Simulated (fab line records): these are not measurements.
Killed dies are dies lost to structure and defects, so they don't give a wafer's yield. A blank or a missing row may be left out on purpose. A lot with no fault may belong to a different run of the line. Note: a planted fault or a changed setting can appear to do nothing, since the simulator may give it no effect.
Matching of chambers	flow n5Finfet	aldSin-02 running N5_SD_EPI_N_LINER_46: 4 sister chambers
The step material SiNx, target thk 3 nm. 8 wafers are shown with their chamber, then 12 later ones without.

## WAFERS, EACH WITH ITS CHAMBER
wafer	chamber	heaterPowerW (W)
L083.1	0	924
L083.3	1	832
L083.4	3	792
L083.5	1	811
L083.6	2	805
L085.1	3	769
L085.2	0	920
L085.3	2	832

## WAFERS WITHOUT THEIR CHAMBER
wafer	heaterPowerW (W)
L086.1	824
L086.2	921
L086.4	785
L089.2	824
L089.5	815
L089.6	822
L091.1	822
L091.2	799
L091.6	825
L097.1	885
L097.2	813
L097.5	878

## THE CHAMBER EACH PASSED THROUGH
wafer	from the rows above	in truth
L086.1	can't be placed: 1 or 2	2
L086.2	0	0
L086.4	can't be placed: 3 or 2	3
L089.2	can't be placed: 1 or 2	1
L089.5	can't be placed: 2 or 1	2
L089.6	can't be placed: 1 or 2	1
L091.1	can't be placed: 1 or 2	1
L091.2	can't be placed: 3 or 2 or 1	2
L091.6	can't be placed: 1 or 2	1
L097.1	can't be placed: 0 or 1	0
L097.2	can't be placed: 2 or 1 or 3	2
L097.5	can't be placed: 0 or 1 or 2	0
Correct placement for 1 of the 12. Can't be placed from these rows: 11 (the true chamber is among the candidates in 11). 0 placed wrongly.
How it was worked out, from the rows above alone: a wafer's distance from a chamber is the root of the sum, over the readings, of the square of ((its reading less the chamber's mean) divided by the reading's scatter). The wafer belongs to the nearest chamber; if the next one is less than 2 further off, it can't be placed. The mean given for a chamber averages the wafers shown for that chamber. The scatter: take each reading less its chamber's mean, square it, sum over the shown wafers, divide by the number of wafers less the number of chambers, and take the root.
